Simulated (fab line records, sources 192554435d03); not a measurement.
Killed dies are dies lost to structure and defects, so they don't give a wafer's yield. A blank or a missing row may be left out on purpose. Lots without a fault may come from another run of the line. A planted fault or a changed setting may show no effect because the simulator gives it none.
Chamber matching | flow n5_finfet | N5_BEOL_M2_CO_CAP_55 on cvd_co-01: 3 sister chambers
The step material Co, precursor CCTBA/H2, target thk 2 nm, time 102.1 s. 6 wafers are shown with their chamber, then 8 later ones without.

WAFERS WITH THEIR CHAMBER
wafer  | chamber | heater_power_w (W)
L079.6 | 0       | 231
L077.1 | 0       | 238
L081.1 | 1       | 216
L081.4 | 2       | 227
L081.5 | 1       | 217
L085.3 | 2       | 228

WAFERS WITHOUT THEIR CHAMBER
wafer  | heater_power_w (W)
L085.4 | 234
L085.5 | 231
L087.4 | 220
L087.5 | 213
L087.6 | 240
L097.1 | 228
L097.2 | 237
L097.5 | 204

WHICH CHAMBER EACH WENT THROUGH
wafer  | from the rows above     | in truth
L085.4 | 0                       | 0
L085.5 | can't be placed: 0 or 2 | 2
L087.4 | can't be placed: 1 or 2 | 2
L087.5 | 1                       | 1
L087.6 | 0                       | 0
L097.1 | 2                       | 2
L097.2 | 0                       | 0
L097.5 | 1                       | 1
Placed correctly: 6 of 8. Can't be placed from these rows: 2 (the true chamber is among the candidates in 2). Placed wrongly: 0.
How it was worked out, from the rows above alone: a wafer's distance from a chamber is the root of the sum, over the readings, of the square of ((its reading less the chamber's mean) divided by the reading's scatter). The wafer belongs to the nearest chamber; if the next one is less than 2 further off, it can't be placed. A chamber's mean is the mean of its shown wafers. The scatter: the root of (the sum of the squares of (reading less its chamber's mean) over the shown wafers, divided by (wafers less chambers)).
